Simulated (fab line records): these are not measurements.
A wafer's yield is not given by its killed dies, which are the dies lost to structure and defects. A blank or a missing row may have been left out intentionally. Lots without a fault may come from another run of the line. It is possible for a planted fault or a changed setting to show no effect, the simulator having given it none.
Chamber matching | flow nand_harc | 4 sister chambers for NHARC_A_STAIRCASE_CMP_152 on cmp-02
The step polishes. 18 wafers are shown with their chamber, then 9 later ones without.

## WAFERS WITH THEIR CHAMBER
wafer  | chamber | motor_current_A (A) | slurry_filter_dp_kPa (kPa)
L076.1 | 0       | 12.6                | 13.62
L076.4 | 1       | 11.7                | 13.28
L076.6 | 3       | 12.3                | 13.52
L081.1 | 2       | 12.3                | 13.71
L081.4 | 3       | 13.4                | 13.76
L081.5 | 2       | 12.3                | 13.40
L083.2 | 1       | 12.8                | 13.24
L083.3 | 3       | 12.5                | 13.56
L083.5 | 1       | 12.5                | 13.39
L090.2 | 2       | 12.6                | 13.45
L090.3 | 0       | 11.8                | 13.38
L090.6 | 1       | 12.8                | 13.39
L089.1 | 0       | 11.7                | 13.60
L089.4 | 1       | 12.7                | 13.64
L089.5 | 3       | 12.6                | 13.47
L092.3 | 3       | 12.3                | 13.39
L092.5 | 1       | 12.0                | 13.54
L092.6 | 0       | 12.2                | 13.56

SIGNATURES (averages over the wafers above)
reading              | chamber 0 | chamber 1 | chamber 2 | chamber 3 | scatter within a chamber
motor_current_A      | 12.075    | 12.417    | 12.400    | 12.620    | 0.42
slurry_filter_dp_kPa | 13.5400   | 13.4133   | 13.5200   | 13.5400   | 0.143
Rule: a wafer lies at a distance from a chamber equal to the root of the sum of squares, over the readings, of (its reading less the chamber's mean, divided by the reading's scatter). If the next closest chamber is less than 2 further off than the closest, the wafer can't be placed; otherwise it belongs to the closest. The scatter: take each reading less its chamber's mean, square it, sum over the shown wafers, divide by the number of wafers less the number of chambers, and take the root.

## WAFERS WHOSE CHAMBER IS MISSING
wafer  | motor_current_A (A) | slurry_filter_dp_kPa (kPa)
L093.2 | 12.1                | 13.41
L093.4 | 12.2                | 13.41
L093.5 | 11.7                | 13.54
L096.3 | 12.4                | 13.48
L096.5 | 12.0                | 13.55
L096.6 | 12.8                | 13.27
L097.1 | 12.8                | 13.40
L097.5 | 12.1                | 13.64
L097.6 | 13.7                | 13.69

## WHICH CHAMBER EACH WENT THROUGH
wafer  | from the rows above               | in truth
L093.2 | can't be placed: 1 or 0 or 2 or 3 | 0
L093.4 | can't be placed: 1 or 2 or 0 or 3 | 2
L093.5 | can't be placed: 0 or 2 or 1 or 3 | 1
L096.3 | can't be placed: 2 or 1 or 3 or 0 | 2
L096.5 | can't be placed: 0 or 2 or 1 or 3 | 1
L096.6 | can't be placed: 1 or 3 or 2 or 0 | 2
L097.1 | can't be placed: 1 or 3 or 2 or 0 | 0
L097.5 | can't be placed: 0 or 2 or 3 or 1 | 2
L097.6 | can't be placed: 3 or 2 or 1 or 0 | 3
0 of 9 placed correctly. These rows do not allow placing 9 (true chamber among the candidates in 9). Placed wrongly: 0.
